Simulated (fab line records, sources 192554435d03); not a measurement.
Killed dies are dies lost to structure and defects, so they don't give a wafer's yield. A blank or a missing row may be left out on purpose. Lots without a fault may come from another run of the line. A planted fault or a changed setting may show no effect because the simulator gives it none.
Which tool did it? | flow n5_finfet | 8 lots, 24 wafers sampled, at 9 steps of a route of 1938

WHAT THE GAUGES READ, wafer by wafer
N5_DUMMY_GATE_INSPECT_17: inspects for defects (brightfield).
lot  | measured    | on                | raw_defect_count
L246 | day 3 03:44 | defect_inspect-02 | 246 233 268
L247 | day 3 10:06 | defect_inspect-01 | 181 113 145
L248 | day 3 16:22 | defect_inspect-01 | 234 193 183
L252 | day 4 17:06 | defect_inspect-02 | 1059 1086 991
L253 | day 4 22:08 | defect_inspect-01 | 1022 994 975
L266 | day 8 03:13 | defect_inspect-02 | 114 119 171
L267 | day 8 10:53 | defect_inspect-02 | 153 184 117
L268 | day 8 17:35 | defect_inspect-02 | 177 172 202

N5_DUMMY_GATE_INSPECT_27: inspects for defects (brightfield).
lot  | measured    | on                | raw_defect_count
L246 | day 3 04:55 | defect_inspect-01 | 389 378 447
L247 | day 3 11:17 | defect_inspect-01 | 270 193 230
L248 | day 3 18:16 | defect_inspect-01 | 343 281 272
L252 | day 4 18:29 | defect_inspect-02 | 1134 1166 1090
L253 | day 4 23:28 | defect_inspect-02 | 1071 1044 1056
L266 | day 8 04:36 | defect_inspect-01 | 183 199 281
L267 | day 8 12:06 | defect_inspect-01 | 228 286 185
L268 | day 8 18:47 | defect_inspect-02 | 265 296 288

N5_SPACER0_INSPECT_04: inspects for defects (darkfield).
lot  | measured    | on                | raw_defect_count
L246 | day 3 05:38 | defect_inspect-01 | 171 181 218
L247 | day 3 11:53 | defect_inspect-02 | 127 85 122
L248 | day 3 19:07 | defect_inspect-01 | 135 173 124
L252 | day 4 20:14 | defect_inspect-02 | 1026 1032 924
L253 | day 5 00:04 | defect_inspect-01 | 941 955 899
L266 | day 8 05:13 | defect_inspect-02 | 73 103 129
L267 | day 8 12:42 | defect_inspect-02 | 115 96 88
L268 | day 8 21:43 | defect_inspect-02 | 122 139 125

N5_SD_EPI_N_INSPECT_11: inspects for defects (macro).
lot  | measured    | on                | raw_defect_count
L246 | day 3 06:05 | defect_inspect-01 | 0 3 3
L247 | day 3 12:20 | defect_inspect-02 | 3 4 0
L248 | day 3 19:26 | defect_inspect-01 | 0 3 2
L252 | day 4 20:34 | defect_inspect-01 | >300 >300 >300
L253 | day 5 00:32 | defect_inspect-01 | >300 >300 >300
L266 | day 8 05:32 | defect_inspect-02 | 1 3 2
L267 | day 8 13:10 | defect_inspect-01 | 2 1 2
L268 | day 8 22:10 | defect_inspect-02 | 4 1 2

N5_BEOL_M4_RC_MEAS_101.
lot  | measured     | on        | DIBL_N (mV/V)  | DIBL_P (mV/V)  | IOFF_N (nA/um) | IOFF_P (nA/um) | ION_N (uA/um) | ION_P (uA/um) | SS_N (mV/dec)  | SS_P (mV/dec)  | VT_N (mV)   | VT_P (mV)
L246 | day 8 17:48  | prober-02 | 32.9 38.3 37.4 | 32.6 39.2 38.4 | 0.10 0.17 0.18 | 0.14 0.22 0.21 | 663 668 686   | 462 453 469   | 70.6 72.1 71.9 | 72.1 73.9 72.8 | 254 249 249 | -253.9 -248.2 -249.4
L247 | day 9 08:14  | prober-02 | 38.2 36.2 39.2 | 38.6 36.3 38.9 | 0.20 0.17 0.22 | 0.24 0.20 0.27 | 693 688 691   | 464 462 466   | 72.0 71.4 72.4 | 73.6 72.0 73.8 | 247 250 244 | -246.9 -250.2 -246.2
L248 | day 9 09:10  | prober-02 | 35.9 36.7 36.4 | 36.8 37.7 37.2 | 0.15 0.17 0.16 | 0.20 0.22 0.20 | 667 664 687   | 456 459 463   | 72.2 72.4 71.9 | 73.3 73.4 73.5 | 250 252 248 | -249.2 -251.5 -251.7
L252 | day 10 01:01 | prober-02 | 35.5 34.6 39.3 | 37.0 35.8 42.0 | 0.17 0.15 0.28 | 0.27 0.24 0.38 | 689 687 708   | 478 480 488   | 71.1 71.0 72.2 | 73.5 72.2 73.6 | 246 249 238 | -243.1 -246.4 -240.6
L253 | day 10 10:07 | prober-02 | 36.3 34.8 38.2 | 36.3 34.0 39.1 | 0.14 0.12 0.18 | 0.18 0.15 0.22 | 665 664 693   | 455 455 465   | 71.3 71.0 70.9 | 73.1 72.9 74.1 | 252 256 249 | -255.5 -258.4 -252.0
L266 | day 13 19:41 | prober-02 | 32.2 32.5 33.8 | 32.2 32.5 33.8 | 0.10 0.11 0.12 | 0.15 0.15 0.17 | 641 671 650   | 449 462 453   | 70.8 70.4 70.7 | 72.1 72.4 72.5 | 256 255 253 | -254.0 -252.8 -252.0
L267 | day 14 04:28 | prober-01 | 36.1 36.2 36.2 | 36.8 36.5 37.3 | 0.17 0.16 0.16 | 0.23 0.23 0.25 | 682 682 683   | 469 475 467   | 71.8 71.7 71.4 | 73.2 72.9 73.1 | 248 248 249 | -249.1 -246.7 -244.5
L268 | day 14 01:23 | prober-01 | 34.1 34.1 38.3 | 35.5 34.8 40.8 | 0.14 0.14 0.23 | 0.20 0.19 0.31 | 680 661 698   | 469 457 477   | 71.8 71.4 71.7 | 72.6 72.4 73.5 | 250 249 245 | -250.0 -249.1 -246.5

WHICH TOOL RAN EACH LOT (tool, then ch and the chambers of the sampled wafers, then the start)
lot  | N5_STI_FIN_REVEAL_RECESS_09       | N5_DUMMY_GATE_HM_DEP_06                   | N5_DUMMY_GATE_STRIP_41            | N5_DUMMY_GATE_HM_OPEN_21
L246 | vapor_etch-02 ch 0,1, day 2 15:56 | lpcvd-01 ch 0/70,0/75,0/84, day 2 23:15   | rie_diel-03 ch 0,3, day 3 04:14   | rie_diel-03 ch 0,3, day 3 04:16
L247 | vapor_etch-02 ch 0,1, day 2 22:16 | lpcvd-01 ch 1/109,1/90,1/95, day 3 05:36  | rie_diel-03 ch 2,3, day 3 10:36   | rie_diel-03 ch 2,3, day 3 10:38
L248 | vapor_etch-01 ch 0,1, day 3 04:47 | lpcvd-01 ch 1/15,1/20,1/34, day 3 11:59   | rie_diel-06 ch 0,1,3, day 3 17:29 | rie_diel-06 ch 0,1,3, day 3 17:32
L252 | vapor_etch-02 ch 0,1, day 4 05:44 | lpcvd-01 ch 0/45,0/59,0/64, day 4 12:43   | rie_diel-04 ch 0,2,3, day 4 17:48 | rie_diel-04 ch 0,2,3, day 4 17:50
L253 | vapor_etch-02 ch 0,1, day 4 10:45 | lpcvd-01 ch 1/40,1/59,1/64, day 4 17:47   | rie_diel-04 ch 0,1,2, day 4 22:47 | rie_diel-04 ch 0,1,2, day 4 22:50
L266 | vapor_etch-02 ch 0,1, day 7 15:24 | lpcvd-02 ch 0/65,0/79,0/84, day 7 22:43   | rie_diel-04 ch 0,1, day 8 03:43   | rie_diel-04 ch 0,1, day 8 03:45
L267 | vapor_etch-01 ch 1, day 7 23:25   | lpcvd-02 ch 1/104,1/114,1/95, day 8 06:31 | rie_diel-03 ch 1,2, day 8 11:25   | rie_diel-03 ch 1,2, day 8 11:28
L268 | vapor_etch-02 ch 0,1, day 8 04:40 | lpcvd-02 ch 0/29,0/34,0/39, day 8 13:14   | rie_diel-04 ch 1,2, day 8 18:05   | rie_diel-04 ch 1,2, day 8 18:08
- N5_STI_FIN_REVEAL_RECESS_09: chemistry HF/NH3, target SiO2, afs cycles 11, target depth 42.5 nm, sublimation time 60 s.
- N5_DUMMY_GATE_HM_DEP_06: deposits SiNx from DCS/NH3, target thk 80 nm, time 5141 s.
- N5_DUMMY_GATE_STRIP_41: strips in O2.
- N5_DUMMY_GATE_HM_OPEN_21: chemistry CH3F/O2, target SiNx, target depth 120 nm, time 171.4 s.

WHAT THE TOOLS THEMSELVES READ (means of the sampled wafers that have a number; where no wafer has one, the mark that the record gives instead)
N5_STI_FIN_REVEAL_RECESS_09.
lot  | tool          | drypump_motor_current_A (A) | foreline_p_Torr (Torr) | sublimation_temp_c (C)
L246 | vapor_etch-02 | 6.2                         | 0.1273                 | 179.79
L247 | vapor_etch-02 | 6.2                         | 0.1279                 | 180.03
L248 | vapor_etch-01 | 5.4                         | 0.1281                 | 180.08
L252 | vapor_etch-02 | 6.2                         | 0.1275                 | 179.98
L253 | vapor_etch-02 | 6.2                         | 0.1279                 | 179.81
L266 | vapor_etch-02 | 6.1                         | 0.1281                 | 179.89
L267 | vapor_etch-01 | 5.0                         | 0.1281                 | 180.05
L268 | vapor_etch-02 | 6.2                         | 0.1273                 | 179.90

N5_DUMMY_GATE_STRIP_41.
lot  | tool        | drypump_motor_current_A (A) | oes_product_au (a.u.) | rf_vpp_V (V) | showerhead_plenum_p_Torr (Torr) | throttle_valve_pct (%)
L246 | rie_diel-03 | 6.2                         | 0.71                  | 4.0          | 2.18                            | 16.91
L247 | rie_diel-03 | 5.9                         | 0.79                  | 3.2          | 2.10                            | 16.56
L248 | rie_diel-06 | 5.6                         | 0.74                  | 4.1          | 2.07                            | 16.88
L252 | rie_diel-04 | 6.0                         | 0.78                  | 3.4          | 2.16                            | 16.69
L253 | rie_diel-04 | 6.3                         | 0.78                  | 3.6          | 2.16                            | 16.57
L266 | rie_diel-04 | 6.2                         | 0.79                  | 3.5          | 2.16                            | 16.48
L267 | rie_diel-03 | 5.8                         | 0.75                  | 3.5          | 2.12                            | 16.68
L268 | rie_diel-04 | 6.4                         | 0.70                  | 3.6          | 2.15                            | 16.85

N5_DUMMY_GATE_HM_OPEN_21.
lot  | tool        | O2_flow_sccm (sccm) | drypump_motor_current_A (A) | mfc_ar_sccm (sccm) | oes_product_au (a.u.) | rf_fwd_power_W (W) | rf_vpp_V (V) | showerhead_plenum_p_Torr (Torr) | throttle_valve_pct (%)
L246 | rie_diel-03 | 23.06               | 6.2                         | 150.1              | 0.71                  | 394.5              | 303          | 2.09                            | 16.64
L247 | rie_diel-03 | 22.95               | 5.9                         | 149.8              | 0.80                  | 394.7              | 300          | 2.02                            | 16.35
L248 | rie_diel-06 | 22.99               | 5.5                         | 149.8              | 0.74                  | 392.3              | 296          | 2.00                            | 16.68
L252 | rie_diel-04 | 22.95               | 5.9                         | 149.6              | 0.79                  | 394.9              | 303          | 2.08                            | 16.48
L253 | rie_diel-04 | 23.07               | 6.3                         | 149.8              | 0.77                  | 394.8              | 303          | 2.09                            | 16.41
L266 | rie_diel-04 | 23.02               | 6.2                         | 149.7              | 0.78                  | 393.4              | 301          | 2.10                            | 16.36
L267 | rie_diel-03 | 22.97               | 5.7                         | 149.8              | 0.74                  | 393.6              | 297          | 2.05                            | 16.53
L268 | rie_diel-04 | 23.00               | 6.4                         | 149.9              | 0.70                  | 393.7              | 302          | 2.09                            | 16.72

THE ANSWER, worked out from the rows above alone
Rule: what is usual is taken from the lots themselves. Put in order of their means at a reading, lots are off if they are a third of the lots or fewer, leave a main group of 4 or more, and stand apart from it by a gap of 3 or more times the standard deviation of the main group's means; of several such gaps the widest counts. A main group whose means are all the same, to the digits that the tables above print for the reading, isn't used. A lot without any number at a reading at which 4 lots or more have one is off too. The other lots that the step has rows for count as sound. The gauges are gone through in route order, then the tools' own readings, and for those a lot's mean is taken as printed above. The first step at which some lot is off is used, and at that step the reading that is off furthest; a lot without a number counts as furthest.
Off: L252, L253, at N5_DUMMY_GATE_INSPECT_17 (raw_defect_count). The main group: mean 178, standard deviation 39.
A tool fits if, at a process step before that reading, it ran every lot that is off, and no sound lot after the first of them. The gauges at N5_DUMMY_GATE_INSPECT_17 are tried like those tools. One fits: lpcvd-01 at N5_DUMMY_GATE_HM_DEP_06. Its last sound lot is L248 (day 3 11:59), its first lot that is off L252 (day 4 12:43): a fault that began between those two fits.

WHAT THE SIMULATOR HAD PUT IN
Chamber particle source: lpcvd-01, from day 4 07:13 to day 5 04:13, at N5_DUMMY_GATE_HM_DEP_06. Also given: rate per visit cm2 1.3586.
Lots struck among those shown: L252, L253. The rule above found the same.
